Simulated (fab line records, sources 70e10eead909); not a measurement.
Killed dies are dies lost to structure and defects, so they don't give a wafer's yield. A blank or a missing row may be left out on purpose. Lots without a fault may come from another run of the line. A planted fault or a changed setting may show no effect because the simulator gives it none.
Chamber matching | flow nand_harc | NHARC_A_CHANNEL_FILL_D1_CMP_10 on cmp-04: 4 sister chambers
The step polishes, target thk 150 nm. 8 wafers are shown with their chamber, then 9 later ones without.

WAFERS WITH THEIR CHAMBER
wafer  | chamber | motor_current_A (A) | time_to_endpoint_s (s)
L076.1 | 1       | 14.7                | 13.9
L076.2 | 3       | 11.3                | 14.7
L076.6 | 1       | 14.3                | 13.2
L081.1 | 0       | 11.2                | 13.7
L081.4 | 3       | 11.5                | 16.6
L083.3 | 2       | 12.7                | 13.0
L083.4 | 0       | 11.2                | 13.3
L083.5 | 2       | 12.8                | 13.8

WAFERS WITHOUT THEIR CHAMBER
wafer  | motor_current_A (A) | time_to_endpoint_s (s)
L090.1 | 14.6                | 16.4
L090.4 | 11.9                | 16.7
L090.6 | 14.3                | 16.8
L097.1 | 11.3                | 17.3
L097.4 | 14.4                | 15.5
L097.6 | 10.9                | 14.5
L096.1 | 10.6                | 15.5
L096.2 | 11.1                | 13.7
L096.4 | 13.6                | 15.0

WHICH CHAMBER EACH WENT THROUGH
wafer  | from the rows above     | in truth
L090.1 | 1                       | 1
L090.4 | 3                       | 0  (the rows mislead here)
L090.6 | 1                       | 1
L097.1 | 3                       | 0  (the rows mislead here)
L097.4 | 1                       | 1
L097.6 | can't be placed: 0 or 3 | 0
L096.1 | can't be placed: 0 or 3 | 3
L096.2 | 0                       | 0
L096.4 | can't be placed: 2 or 1 | 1
Placed correctly: 4 of 9. Can't be placed from these rows: 3 (the true chamber is among the candidates in 3). Placed wrongly: 2.
How it was worked out, from the rows above alone: a wafer's distance from a chamber is the root of the sum, over the readings, of the square of ((its reading less the chamber's mean) divided by the reading's scatter). The wafer belongs to the nearest chamber; if the next one is less than 2 further off, it can't be placed. A chamber's mean is the mean of its shown wafers. The scatter: the root of (the sum of the squares of (reading less its chamber's mean) over the shown wafers, divided by (wafers less chambers)).
